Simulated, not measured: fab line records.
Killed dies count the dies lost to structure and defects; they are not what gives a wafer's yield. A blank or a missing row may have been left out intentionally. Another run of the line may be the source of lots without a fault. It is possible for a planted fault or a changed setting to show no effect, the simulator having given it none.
Matching of chambers / flow n5-finfet / rie-diel-05 running N5_BEOL_M0_SAQP_STRIP_108: 4 sister chambers
The step strips in N2/H2. 8 wafers are shown with their chamber, then 10 later ones without.

WAFERS, EACH WITH ITS CHAMBER
wafer=L081.5; chamber=3; throttle-valve-pct (%)=18.90; showerhead-plenum-p-Torr (Torr)=3.57
wafer=L087.5; chamber=0; throttle-valve-pct (%)=19.65; showerhead-plenum-p-Torr (Torr)=3.39
wafer=L087.6; chamber=1; throttle-valve-pct (%)=18.88; showerhead-plenum-p-Torr (Torr)=3.49
wafer=L090.1; chamber=1; throttle-valve-pct (%)=18.89; showerhead-plenum-p-Torr (Torr)=3.48
wafer=L090.2; chamber=3; throttle-valve-pct (%)=18.93; showerhead-plenum-p-Torr (Torr)=3.56
wafer=L090.4; chamber=2; throttle-valve-pct (%)=19.12; showerhead-plenum-p-Torr (Torr)=3.46
wafer=L091.1; chamber=0; throttle-valve-pct (%)=19.65; showerhead-plenum-p-Torr (Torr)=3.39
wafer=L091.2; chamber=2; throttle-valve-pct (%)=19.11; showerhead-plenum-p-Torr (Torr)=3.46

WAFERS WHOSE CHAMBER IS MISSING
wafer=L091.4; throttle-valve-pct (%)=18.91; showerhead-plenum-p-Torr (Torr)=3.48
wafer=L093.1; throttle-valve-pct (%)=19.13; showerhead-plenum-p-Torr (Torr)=3.45
wafer=L093.3; throttle-valve-pct (%)=19.65; showerhead-plenum-p-Torr (Torr)=3.38
wafer=L093.6; throttle-valve-pct (%)=19.11; showerhead-plenum-p-Torr (Torr)=3.45
wafer=L095.1; throttle-valve-pct (%)=18.96; showerhead-plenum-p-Torr (Torr)=3.55
wafer=L095.2; throttle-valve-pct (%)=18.90; showerhead-plenum-p-Torr (Torr)=3.48
wafer=L095.5; throttle-valve-pct (%)=19.66; showerhead-plenum-p-Torr (Torr)=3.38
wafer=L097.2; throttle-valve-pct (%)=19.66; showerhead-plenum-p-Torr (Torr)=3.38
wafer=L097.5; throttle-valve-pct (%)=18.90; showerhead-plenum-p-Torr (Torr)=3.48
wafer=L097.6; throttle-valve-pct (%)=19.69; showerhead-plenum-p-Torr (Torr)=3.38

WHICH CHAMBER EACH WENT THROUGH
wafer=L091.4; from the rows above=1; in truth=1
wafer=L093.1; from the rows above=2; in truth=2
wafer=L093.3; from the rows above=0; in truth=0
wafer=L093.6; from the rows above=2; in truth=2
wafer=L095.1; from the rows above=3; in truth=3
wafer=L095.2; from the rows above=1; in truth=1
wafer=L095.5; from the rows above=0; in truth=0
wafer=L097.2; from the rows above=0; in truth=0
wafer=L097.5; from the rows above=1; in truth=1
wafer=L097.6; from the rows above=0; in truth=0
Placed correctly: 10 of 10. Not placeable from these rows: 0. 0 placed wrongly.
How it was worked out, from the rows above alone: a wafer's distance from a chamber is the root of the sum, over the readings, of the square of ((its reading less the chamber's mean) divided by the reading's scatter). If the next closest chamber is less than 2 further off than the closest, the wafer can't be placed; otherwise it belongs to the closest. The mean given for a chamber averages the wafers shown for that chamber. The scatter is the square root of a quotient: the sum, over the shown wafers, of each reading's squared deviation from its chamber's mean, divided by wafers minus chambers.
